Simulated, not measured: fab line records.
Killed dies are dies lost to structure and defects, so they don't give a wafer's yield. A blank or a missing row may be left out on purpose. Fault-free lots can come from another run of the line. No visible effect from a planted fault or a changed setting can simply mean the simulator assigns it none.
fab line records + flow nandHarc
record
- lots=13
- wafers=39
- lastDay=25
route steps=1159 shown P_M1@317 P_M2@318 END@1159
lots with no fault: from the same line, run without faults
startH: the number of hours between the record's first day and the start of the first shown wafer of the lot + waitH: hours from the lot's prior step to this one + " same as the row above + L1.1+2: several wafers, shown together as one row + - no value, or no start given + * or withheld: withheld + < > ~ a bound
route shown NAME@n: a module of which the file shows steps, and the number in the route of the first + usual: mean and standard deviation over wafers with no fault + same: alike in all rows + chamber/n: place in a boat + sites: each site's reading + _std_site: the values' standard deviation + _edge_site: inner sites' mean taken away from outer sites' mean + radiusMm: for every site, how far away it sits from the centre of the wafer + mask NAME#n: copy n + behind: the most recent tool/chamber to have shaped the wafer + hold: what put the lot on hold/how long, in hours/how the hold closed + device: transistor that didn't switch, given as n, p or np + end of line: at the end of the route, the tests of the same wafers + step lacking rows: just its recipe + killed: count of dies lost to structure and defects at first sort (not the wafer's yield) + map: a wafer's dies, x killed, . not, _ none there
set.NAME: setting as actually run; set.NAME@STEP: the setting as run at that earlier step + model.NAME: the simulator's own value behind a step, which no gauge read
one table for each step of the route and one row for each wafer, over a sample of lots
services: from which hour (startH, from the record's first day; less than 0 if before it) a tool's chamber was out of use, for how many hours, and why
## steps
# step NHARC_P_M1_DEP_33
# recipe
- targetThkA=300
- tempC=370
- targetThkNm=30
- pressureTorr=3
- flowSccm=200
- rfW=450
- material=SiCN
# usual
- heaterPowerW=559/82
| lot.wafer | tool     | chamber | startH | waitH | heaterPowerW |
|-----------|----------|---------|--------|-------|--------------|
| L391.3    | pecvd-01 | 0       | 123.06 | 0.1   | 495          |
| L391.2    | "        | 2       | "      | "     | 560          |
| L391.4    | "        | 0       | "      | "     | 489          |
| L393.1    | pecvd-03 | 2       | 141.95 | 0.1   | 452          |
| L393.3    | "        | 0       | "      | "     | 568          |
| L393.6    | "        | 0       | "      | "     | 569          |
| L395.2    | pecvd-03 | 0       | 148.23 | 0.1   | 504          |
| L395.6    | "        | 1       | "      | "     | 730          |
| L395.5    | "        | 0       | "      | "     | 504          |
| L396.1    | pecvd-03 | 0       | 149.18 | 0.1   | 559          |
| L396.5    | "        | 2       | "      | "     | 488          |
| L396.4    | "        | 1       | "      | "     | 624          |
| L397.2    | pecvd-02 | 1       | 149.78 | 0.1   | 458          |
| L397.6    | "        | 2       | "      | "     | 735          |
| L397.5    | "        | 0       | "      | "     | 578          |
| L398.2    | pecvd-03 | 2       | 170.90 | 0.1   | 432          |
| L398.6    | "        | 2       | "      | "     | 432          |
| L398.5    | "        | 1       | "      | "     | 636          |
| L399.2    | pecvd-01 | 1       | 174.67 | 0.1   | 534          |
| L399.1    | "        | 2       | "      | "     | 508          |
| L399.6    | "        | 1       | "      | "     | 519          |
| L400.3    | pecvd-01 | 1       | 175.61 | 0.1   | 530          |
| L400.4    | "        | 0       | "      | "     | 523          |
| L400.5    | "        | 1       | "      | "     | 416          |
| L406.3    | pecvd-01 | 1       | 221.75 | 0.1   | 492          |
| L406.5    | "        | 2       | "      | "     | 565          |
| L406.4    | "        | 1       | "      | "     | 500          |
| L407.3    | pecvd-03 | 2       | 225.87 | 0.1   | 502          |
| L407.1    | "        | 0       | "      | "     | 502          |
| L407.4    | "        | 2       | "      | "     | 511          |
| L408.3    | pecvd-03 | 0       | 229.48 | 0.1   | 594          |
| L408.2    | "        | 2       | "      | "     | 503          |
| L408.4    | "        | 1       | "      | "     | 692          |
| L411.1    | pecvd-02 | 1       | 245.05 | 0.1   | 525          |
| L411.3    | "        | 0       | "      | "     | 573          |
| L411.5    | "        | 2       | "      | "     | 723          |
| L414.3    | pecvd-01 | 0       | 255.75 | 0.1   | 538          |
| L414.2    | "        | 2       | "      | "     | 577          |
| L414.4    | "        | 2       | "      | "     | 579          |
# step NHARC_P_M2_DEP_00
# recipe
- targetThkA=1825
- targetThkNm=182.5
- tempC=withheld
- pressureTorr=5
- flowSccm=200
- rfW=600
- material=SiOC
| lot.wafer  | tool     | chamber | startH | waitH |
|------------|----------|---------|--------|-------|
| L391.2+3+4 | pecvd-02 | 0,1,0   | 123.47 | -     |
| L393.3+1+6 | pecvd-03 | 0,2,2   | 142.30 | -     |
| L395.2+6+5 | pecvd-02 | 0,0,2   | 148.56 | -     |
| L396.1+4+5 | pecvd-01 | 1,1,2   | 149.60 | -     |
| L397.2+6+5 | pecvd-01 | 0,2,0   | 150.28 | -     |
| L398.2+6+5 | pecvd-02 | 0,1,0   | 171.38 | -     |
| L399.1+2+6 | pecvd-01 | 0,1,2   | 175.11 | -     |
| L400.3+4+5 | pecvd-01 | 0,0,1   | 175.92 | -     |
| L406.3+5+4 | pecvd-01 | 0,1,0   | 222.14 | -     |
| L407.3+1+4 | pecvd-02 | 2,0,2   | 226.29 | -     |
| L408.3+2+4 | pecvd-01 | 0,1,2   | 229.93 | -     |
| L411.3+1+5 | pecvd-02 | 1,2,2   | 245.44 | -     |
| L414.2+3+4 | pecvd-02 | 0,2,2   | 256.17 | -     |
# step NHARC_P_M2_INSPECT_11
# usual
- rawDefectCount=4.1/2.4
| lot.wafer | tool             | chamber | startH | waitH | rawDefectCount |
|-----------|------------------|---------|--------|-------|----------------|
| L391.2    | defectInspect-01 | -       | 124.43 | 0.0   | 5              |
| L391.3    | "                | -       | "      | "     | 3              |
| L391.4    | "                | -       | "      | "     | 3              |
| L393.1    | defectInspect-02 | -       | 143.28 | 0.0   | 7              |
| L393.3    | "                | -       | "      | "     | 5              |
| L393.6    | "                | -       | "      | "     | 3              |
| L395.2    | defectInspect-02 | -       | 149.52 | 0.0   | 0              |
| L395.5    | "                | -       | "      | "     | 2              |
| L395.6    | "                | -       | "      | "     | 2              |
| L396.1    | defectInspect-02 | -       | 150.39 | 0.0   | 5              |
| L396.4    | "                | -       | "      | "     | 2              |
| L396.5    | "                | -       | "      | "     | 5              |
| L397.2    | defectInspect-01 | -       | 151.16 | 0.0   | 3              |
| L397.5    | "                | -       | "      | "     | 4              |
| L397.6    | "                | -       | "      | "     | 3              |
| L398.2    | defectInspect-02 | -       | 172.31 | 0.0   | 3              |
| L398.5    | "                | -       | "      | "     | 1              |
| L398.6    | "                | -       | "      | "     | 2              |
| L399.1    | defectInspect-02 | -       | 175.91 | 0.0   | 4              |
| L399.2    | "                | -       | "      | "     | 4              |
| L399.6    | "                | -       | "      | "     | 1              |
| L400.3    | defectInspect-01 | -       | 176.88 | 0.0   | 4              |
| L400.4    | "                | -       | "      | "     | 3              |
| L400.5    | "                | -       | "      | "     | 2              |
| L406.3    | defectInspect-02 | -       | 223.03 | 0.1   | 3              |
| L406.4    | "                | -       | "      | "     | 5              |
| L406.5    | "                | -       | "      | "     | 1214           |
| L407.1    | defectInspect-01 | -       | 227.23 | 0.0   | 7              |
| L407.3    | "                | -       | "      | "     | 4              |
| L407.4    | "                | -       | "      | "     | 2              |
| L408.2    | defectInspect-01 | -       | 230.73 | 0.0   | 1245           |
| L408.3    | "                | -       | "      | "     | 4              |
| L408.4    | "                | -       | "      | "     | 3              |
| L411.1    | defectInspect-02 | -       | 246.42 | 0.0   | 4              |
| L411.3    | "                | -       | "      | "     | 7              |
| L411.5    | "                | -       | "      | "     | 7              |
| L414.2    | defectInspect-02 | -       | 257.00 | 0.0   | 1              |
| L414.3    | "                | -       | "      | "     | 1              |
| L414.4    | "                | -       | "      | "     | 3              |
# step NHARC_P_M2_ETCH_15
# recipe
- targetDepthA=1825
- timeS=91.2
- c4f8FlowSccm=withheld
- arFlowSccm=400
- rfW=600
- biasW=300
- chemistry=C4F8/Ar
# usual
- oesProductAu=0.953/0.024
- rfVppV=442/3.5
| lot.wafer | tool       | chamber | startH | waitH | oesProductAu | rfHoursCounterH | rfVppV |
|-----------|------------|---------|--------|-------|--------------|-----------------|--------|
| L391.2    | rieDiel-02 | 1       | -      | -     | 0.944        | 6               | 443    |
| L391.3    | "          | 2       | "      | "     | 0.932        | 5               | 446    |
| L391.4    | "          | 3       | "      | "     | 0.922        | 6               | 446    |
| L393.1    | rieDiel-05 | 2       | -      | -     | 0.913        | 28              | 439    |
| L393.3    | "          | 3       | "      | "     | 0.933        | 20              | 439    |
| L393.6    | "          | 1       | "      | "     | 0.923        | -               | 439    |
| L395.2    | rieDiel-02 | 2       | -      | -     | 1.002        | 6               | 445    |
| L395.5    | "          | 3       | "      | "     | 0.968        | -               | 445    |
| L395.6    | "          | 0       | "      | "     | 0.963        | -               | 439    |
| L396.4    | rieDiel-02 | 2       | -      | -     | 0.981        | 6               | 446    |
| L396.1    | "          | 0       | "      | "     | 0.960        | 7               | 438    |
| L396.5    | "          | 1       | "      | "     | 0.978        | -               | 442    |
| L397.2    | rieDiel-05 | 0       | -      | -     | 0.939        | 29              | 438    |
| L397.5    | "          | 0       | "      | "     | 0.921        | -               | 437    |
| L397.6    | "          | 1       | "      | "     | 0.927        | -               | 438    |
| L398.2    | rieDiel-02 | 1       | -      | -     | 0.964        | 0               | 443    |
| L398.6    | "          | 3       | "      | "     | 0.954        | -               | 447    |
| L398.5    | "          | 0       | "      | "     | 0.960        | -               | 438    |
| L399.1    | rieDiel-02 | 0       | -      | -     | 0.969        | 0               | 439    |
| L399.2    | "          | 1       | "      | "     | 0.963        | 0               | 442    |
| L399.6    | "          | 2       | "      | "     | 1.002        | -               | 445    |
| L400.4    | rieDiel-02 | 2       | -      | -     | 0.986        | 1               | 445    |
| L400.3    | "          | 3       | "      | "     | 0.961        | 1               | 445    |
| L400.5    | "          | 0       | "      | "     | 0.966        | -               | 439    |
| L406.4    | rieDiel-05 | 1       | -      | -     | 0.913        | 13              | 439    |
| L406.3    | "          | 3       | "      | "     | 0.952        | 11              | 437    |
| L406.5    | "          | 2       | "      | "     | 0.931        | -               | 440    |
| L407.1    | rieDiel-02 | 0       | -      | -     | 0.960        | 2               | 440    |
| L407.4    | "          | 2       | "      | "     | 0.977        | 2               | 446    |
| L407.3    | "          | 3       | "      | "     | 0.951        | 2               | 447    |
| L408.2    | rieDiel-02 | 3       | -      | -     | 0.968        | 2               | 446    |
| L408.3    | "          | 0       | "      | "     | 0.958        | 2               | 439    |
| L408.4    | "          | 1       | "      | "     | 0.963        | 2               | 443    |
| L411.3    | rieDiel-02 | 1       | -      | -     | 0.963        | 3               | 443    |
| L411.1    | "          | 2       | "      | "     | 0.980        | 3               | 446    |
| L411.5    | "          | 3       | "      | "     | 0.959        | -               | 447    |
| L414.4    | rieDiel-02 | 1       | -      | -     | 0.933        | 4               | 442    |
| L414.3    | "          | 2       | "      | "     | 0.952        | 4               | 446    |
| L414.2    | "          | 3       | "      | "     | 0.912        | 4               | 446    |
# step NHARC_P_M2_CD_MEAS_16
# usual
- cdNm=169.6/1
| lot.wafer | tool     | chamber | startH | waitH | cdNm  |
|-----------|----------|---------|--------|-------|-------|
| L391.2    | cdSem-03 | -       | 124.80 | -     | 171.9 |
| L391.3    | "        | -       | "      | "     | 169.7 |
| L391.4    | "        | -       | "      | "     | 168.6 |
| L393.1    | cdSem-03 | -       | 143.72 | -     | 169.7 |
| L393.3    | "        | -       | "      | "     | 170.2 |
| L393.6    | "        | -       | "      | "     | 169.6 |
| L395.2    | cdSem-03 | -       | 149.89 | -     | 169.8 |
| L395.5    | "        | -       | "      | "     | 167.6 |
| L395.6    | "        | -       | "      | "     | 168.3 |
| L396.1    | cdSem-01 | -       | 150.76 | -     | 170.0 |
| L396.4    | "        | -       | "      | "     | 170.5 |
| L396.5    | "        | -       | "      | "     | 171.2 |
| L397.2    | cdSem-02 | -       | 151.54 | -     | 170.2 |
| L397.5    | "        | -       | "      | "     | 171.3 |
| L397.6    | "        | -       | "      | "     | 170.2 |
| L398.2    | cdSem-02 | -       | 172.68 | -     | 171.2 |
| L398.5    | "        | -       | "      | "     | 169.8 |
| L398.6    | "        | -       | "      | "     | 171.0 |
| L399.1    | cdSem-02 | -       | 176.29 | -     | 169.2 |
| L399.2    | "        | -       | "      | "     | 169.9 |
| L399.6    | "        | -       | "      | "     | 169.1 |
| L400.3    | cdSem-02 | -       | 177.25 | -     | 168.2 |
| L400.4    | "        | -       | "      | "     | 168.9 |
| L400.5    | "        | -       | "      | "     | 170.9 |
| L406.3    | cdSem-02 | -       | 223.41 | -     | 170.7 |
| L406.4    | "        | -       | "      | "     | 169.7 |
| L406.5    | "        | -       | "      | "     | 169.6 |
| L407.1    | cdSem-01 | -       | 227.60 | -     | 168.6 |
| L407.3    | "        | -       | "      | "     | 170.2 |
| L407.4    | "        | -       | "      | "     | 169.4 |
| L408.2    | cdSem-01 | -       | 231.12 | -     | 167.5 |
| L408.3    | "        | -       | "      | "     | 169.0 |
| L408.4    | "        | -       | "      | "     | 169.7 |
| L411.1    | cdSem-03 | -       | 246.78 | -     | 168.2 |
| L411.3    | "        | -       | "      | "     | 169.1 |
| L411.5    | "        | -       | "      | "     | 168.3 |
| L414.2    | cdSem-01 | -       | 257.85 | -     | 170.1 |
| L414.3    | "        | -       | "      | "     | 170.0 |
| L414.4    | "        | -       | "      | "     | 167.5 |
# step NHARC_END_SORT_01
# recipe
- tempC=25
# usual
- defectLimitedYield=95.4/1.8
- killedAtArray=28/11
- killedAtOther=0.7/0.88
- killedAtPeriphery=3.1/2.2
- killedDies=31/12
- killedOpen=3.3/2
- killedShort=2.0/1.6
- sort_bin_2_pct=1.5/0.73
- sort_bin_3_pct=0.27/0.22
- sort_bin_4_pct=2.9/1.1
- sortNPass=646/12
- sortRimYieldPct=93/3.9
- sortYieldPct=95.4/1.8
# same
- grossDies=677
- sort_bin_5_pct[%]=0
- sort_bin_6_pct[%]=0
- sort_bin_7_pct[%]=0
- sort_bin_8_pct[%]=0
- sortRimNGross=106.00
| lot.wafer | tool      | chamber | startH | waitH | defectLimitedYield[%] | killedAtArray | killedAtOther | killedAtPeriphery | killedDies | killedOpen | killedShort | sort_bin_2_pct[%] | sort_bin_3_pct[%] | sort_bin_4_pct[%] | sortNPass | sortRimYieldPct[%] | sortYieldPct[%] |
|-----------|-----------|---------|--------|-------|-----------------------|---------------|---------------|-------------------|------------|------------|-------------|-------------------|-------------------|-------------------|-----------|--------------------|-----------------|
| L406.3    | prober-02 | 0       | 545.68 | 3.1   | 97.8                  | 13            | 0             | 2                 | 15         | 2          | 2           | 0.7               | 0.15              | 1.3               | 662       | 97                 | 97.8            |
| L406.4    | prober-02 | 0       | 546.47 | 3.4   | 96.9                  | 18            | 0             | 3                 | 21         | 2          | 3           | 0.6               | 0.30              | 2.2               | 656       | 97                 | 96.9            |
| L406.5    | prober-02 | 0       | 547.26 | 3.7   | 83.2                  | 8             | 0             | 106               | 114        | 1          | 0           | 7.1               | 5.32              | 4.4               | 563       | 98                 | 83.2            |
| L408.2    | prober-02 | 0       | 557.72 | 2.8   | 78.9                  | 40            | 1             | 102               | 143        | 4          | 2           | 8.4               | 5.76              | 6.9               | 534       | 86                 | 78.9            |
| L408.3    | prober-02 | 0       | 558.51 | 3.1   | 94.5                  | 37            | 0             | 0                 | 37         | 4          | 2           | 1.9               | 0.30              | 3.2               | 640       | 93                 | 94.5            |
| L408.4    | prober-02 | 0       | 559.31 | 3.4   | 92.8                  | 44            | 3             | 2                 | 49         | 2          | 1           | 3.8               | 0                 | 3.4               | 628       | 86                 | 92.8            |
# killed by level:class
L406.3 A_CHANNEL_HOLE_D1:chamberFilmFlake=4 A_CONTACT:geometricParticle:short=2 P_ZERO_WELL:chamberFilmFlake=2 A_STAIRCASE:chamberFilmFlake=2 A_CONTACT:chamberFilmFlake=2 A_ONON_D1:geometricParticle:open=1 A_M0:geometricParticle:open=1 A_ZERO_WELL:chamberFilmFlake=1
L406.4 A_CHANNEL_HOLE_D1:chamberFilmFlake=6 A_ZERO_WELL:chamberFilmFlake=4 A_STAIRCASE:chamberFilmFlake=4 P_M0:geometricParticle:short=1 A_ONON_D1:geometricParticle:short=1 A_WL_FILL:geometricParticle:short=1 A_CONTACT:geometricParticle:open=1 A_BLC:geometricParticle:open=1
L406.5 P_M2:unspecified=103 A_CONTACT:chamberFilmFlake=5 P_M0:geometricParticle:open=1 P_ZERO_WELL:chamberFilmFlake=1 P_M0:chamberFilmFlake=1 A_CHANNEL_HOLE_D1:chamberFilmFlake=1 A_CHANNEL_FILL_D1:chamberFilmFlake=1 A_SLIT:chamberFilmFlake=1
L408.2 P_M2:unspecified=100 A_CHANNEL_HOLE_D1:chamberFilmFlake=17 A_SLIT:chamberFilmFlake=9 A_CHANNEL_FILL_D1:chamberFilmFlake=5 A_CONTACT:chamberFilmFlake=4 P_M0:geometricParticle:open=1 A_ONON_D1:geometricParticle:open=1 A_ONON_D1:geometricParticle:short=1
L408.3 A_CHANNEL_HOLE_D1:chamberFilmFlake=15 A_SLIT:chamberFilmFlake=8 A_STAIRCASE:chamberFilmFlake=5 A_CONTACT:geometricParticle:open=2 A_CONTACT:chamberFilmFlake=2 A_SGD_CUT:geometricParticle:open=1 A_WL_FILL:geometricParticle:short=1 A_M0:geometricParticle:open=1
L408.4 A_SLIT:chamberFilmFlake=15 A_CHANNEL_HOLE_D1:chamberFilmFlake=13 A_CONTACT:chamberFilmFlake=5 A_CHANNEL_FILL_D1:chamberFilmFlake=4 A_STAIRCASE:chamberFilmFlake=3 THIN_TSV:chamberFilmFlake=3 A_BONDPAD:chamberFilmFlake=2 P_GATE:geometricParticle:open=1
## services
| tool       | chamber | startH | hours | kind      |
|------------|---------|--------|-------|-----------|
| rieDiel-02 | 0       | 105.27 | -     | clean     |
| rieDiel-02 | 1       | 105.27 | -     | clean     |
| rieDiel-02 | 2       | 105.27 | -     | clean     |
| rieDiel-02 | 3       | 105.27 | -     | clean     |
| pecvd-03   | -       | 111.74 | 1.0   | repair    |
| pecvd-03   | -       | 112.75 | 13.0  | pm        |
| rieDiel-05 | 3       | 119.35 | 19.2  | repair    |
| rieDiel-02 | 0       | 129.77 | -     | clean     |
| rieDiel-02 | 1       | 129.77 | -     | clean     |
| rieDiel-02 | 2       | 129.77 | -     | clean     |
| rieDiel-02 | -       | 150.70 | 9.0   | pm        |
| pecvd-02   | -       | 153.02 | 13.0  | pm        |
| rieDiel-05 | -       | 164.53 | 9.0   | pm        |
| pecvd-02   | 2       | 166.70 | 16.5  | repair    |
| rieDiel-05 | 3       | 193.54 | 2.9   | repair    |
| pecvd-01   | 2       | 205.87 | 15.4  | repair    |
| rieDiel-02 | -       | 220.32 | 0.4   | repair    |
| pecvd-01   | -       | 237.13 | 13.0  | pm        |
| pecvd-01   | 0       | 237.13 | 13.0  | ventCycle |
| pecvd-01   | 1       | 237.13 | 13.0  | ventCycle |
| pecvd-01   | 2       | 237.13 | 13.0  | ventCycle |
| pecvd-01   | 0       | 250.13 | -     | clean     |
| pecvd-01   | 1       | 250.13 | -     | clean     |
| pecvd-01   | 2       | 250.13 | -     | clean     |
## key
firstSign
- step=NHARC_P_M2_INSPECT_11
- reading=rawDefectCount
- direction=up
- sigmas=99+
- usual=4.1
- struck=1229.5
effect
- step=NHARC_END_SORT_01
- reading=killedAtPeriphery
- direction=up
- sigmas=47
- usual=3.1
- struck=104
moreKillsBornAt
- NHARC_P_M2_DEP_00@pecvd-01=203
metAt NHARC_P_M2_DEP_00
struckLots L406,L408
struckWafers L406.5,L408.2
notActingAt NHARC_P_M1_DEP_33,NHARC_P_M2_ETCH_15,NHARC_P_M2_CD_MEAS_16
onsetBetween 175.92 222.14
fault
- kind=chamberParticleSource
- tool=pecvd-01
- chamber=1
- onsetH=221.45
- steps=NHARC_P_M2_DEP_00
- ratePerVisitCm2=1.8531
- endH=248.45
